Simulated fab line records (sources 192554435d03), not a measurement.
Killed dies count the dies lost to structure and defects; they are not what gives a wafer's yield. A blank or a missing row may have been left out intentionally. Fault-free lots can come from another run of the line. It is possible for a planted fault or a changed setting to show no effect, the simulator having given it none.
What tool caused it? :: flow n5Finfet :: Sampling: 9 lots, 24 wafers, 4 of 1938 route steps

## WHAT THE GAUGES READ, wafer by wafer
N5_BEOL_M3_OCD_MEAS_38.
lot: L223
measured: day 7 00:12
on: ocd-02
trenchDepthNm (nm): 56.7 54.9 55.7

lot: L224
measured: day 7 13:48
on: ocd-02
trenchDepthNm (nm): 54.5 56.1 54.6

lot: L227
measured: day 8 17:36
on: ocd-02
trenchDepthNm (nm): 53.7 55.1 55.2

lot: L231
measured: day 8 23:45
on: ocd-01
trenchDepthNm (nm): 54.6 56.3 56.0

lot: L233
measured: day 9 05:55
on: ocd-02
trenchDepthNm (nm): 56.1 57.4 58.2

lot: L239
measured: day 11 03:20
on: ocd-02
trenchDepthNm (nm): 56.9 2.3

lot: L240
measured: day 11 03:30
on: ocd-02
trenchDepthNm (nm): 55.5 1.6

lot: L243
measured: day 12 05:41
on: ocd-02
trenchDepthNm (nm): 56.4 0.2

lot: L246
measured: day 12 22:52
on: ocd-02
trenchDepthNm (nm): 57.2 54.4 57.1

## WHAT TOOL EACH LOT RAN ON (gives the tool, then ch and the chambers of the sampled wafers, and finally the start)
lot: L223
N5_BEOL_M3_HM_DEP_02: pvdSputter-01, day 6 21:32
N5_BEOL_M3_ETCHBACK_99: rieDiel-04 ch 0,1, day 6 23:49
N5_BEOL_M3_TRENCH_ETCH_37: rieDiel-04 ch 0,1, day 7 00:12 or earlier

lot: L224
N5_BEOL_M3_HM_DEP_02: pvdSputter-01, day 7 10:52
N5_BEOL_M3_ETCHBACK_99: rieDiel-02 ch 2,3, day 7 13:25
N5_BEOL_M3_TRENCH_ETCH_37: rieDiel-02 ch 2,3, day 7 13:48 or earlier

lot: L227
N5_BEOL_M3_HM_DEP_02: pvdSputter-02, day 8 14:13
N5_BEOL_M3_ETCHBACK_99: rieDiel-02 ch 0,1,2, day 8 17:13
N5_BEOL_M3_TRENCH_ETCH_37: rieDiel-02 ch 0,1,2, day 8 17:36 or earlier

lot: L231
N5_BEOL_M3_HM_DEP_02: pvdSputter-01, day 8 20:08
N5_BEOL_M3_ETCHBACK_99: rieDiel-04 ch 0,3, day 8 23:22
N5_BEOL_M3_TRENCH_ETCH_37: rieDiel-04 ch 0,3, day 8 23:45 or earlier

lot: L233
N5_BEOL_M3_HM_DEP_02: pvdSputter-01, day 9 03:05
N5_BEOL_M3_ETCHBACK_99: rieDiel-01 ch 0,1,3, day 9 05:31
N5_BEOL_M3_TRENCH_ETCH_37: rieDiel-01 ch 0,1,3, day 9 05:55 or earlier

lot: L239
N5_BEOL_M3_HM_DEP_02: pvdSputter-01, day 10 22:46
N5_BEOL_M3_ETCHBACK_99: rieDiel-04 ch 1,2, day 11 02:57
N5_BEOL_M3_TRENCH_ETCH_37: rieDiel-04 ch 1,2, day 11 03:20 or earlier

lot: L240
N5_BEOL_M3_HM_DEP_02: pvdSputter-01, day 10 23:27
N5_BEOL_M3_ETCHBACK_99: rieDiel-02 ch 3, day 11 03:07
N5_BEOL_M3_TRENCH_ETCH_37: rieDiel-02 ch 3, day 11 03:30 or earlier

lot: L243
N5_BEOL_M3_HM_DEP_02: pvdSputter-01, day 12 02:15
N5_BEOL_M3_ETCHBACK_99: rieDiel-02 ch 3, day 12 05:17
N5_BEOL_M3_TRENCH_ETCH_37: rieDiel-02 ch 3, day 12 05:41 or earlier

lot: L246
N5_BEOL_M3_HM_DEP_02: pvdSputter-02, day 12 18:45
N5_BEOL_M3_ETCHBACK_99: rieDiel-04 ch 1,2,3, day 12 22:29
N5_BEOL_M3_TRENCH_ETCH_37: rieDiel-04 ch 1,2,3, day 12 22:52 or earlier
- N5_BEOL_M3_HM_DEP_02: deposits TiN, target thk 20 nm.
- N5_BEOL_M3_ETCHBACK_99: etches SiO2 in CHF3, target depth 5 nm, time 10.4 s.
- N5_BEOL_M3_TRENCH_ETCH_37: etches SiOC in C4F6/O2, target depth 55.555 nm, time 29.2 s.

## THE ANSWER, worked out from the rows above alone
Rule: the lots themselves supply what counts as usual. The widest of any qualifying gaps counts: lots, ordered by their means at a reading, are off when they make up no more than a third of the lots, leave a main group of 4 or more, and stand apart from it by 3 or more times the standard deviation of that group's means. The tables above print the reading to a certain number of digits; a main group whose means all agree to those digits is not used. A lot without any number at a reading at which 4 lots or more have one is off too. Any other lot the step has rows for is counted as sound.
Off: L239, L240, L243, at N5_BEOL_M3_OCD_MEAS_38 (trenchDepthNm). Main group: mean 55.8 nm, sd 0.83.
If a tool, at a process step before that reading, ran all the lots that are off and no sound lot after the first of them, it fits. Gauges at N5_BEOL_M3_OCD_MEAS_38: tried the same way as those tools. With no start given for some of its lots, N5_BEOL_M3_TRENCH_ETCH_37 uses the hours and lot order of N5_BEOL_M3_OCD_MEAS_38. One candidate fits, namely pvdSputter-01 at N5_BEOL_M3_HM_DEP_02. Its last sound lot is L233 (day 9 03:05), its first lot that is off L239 (day 10 22:46): a fault that began between those two fits.

## WHAT HAD BEEN PUT IN BY THE SIMULATOR
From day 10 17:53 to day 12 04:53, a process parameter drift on pvdSputter-01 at N5_BEOL_M3_HM_DEP_02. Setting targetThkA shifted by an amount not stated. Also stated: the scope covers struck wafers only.
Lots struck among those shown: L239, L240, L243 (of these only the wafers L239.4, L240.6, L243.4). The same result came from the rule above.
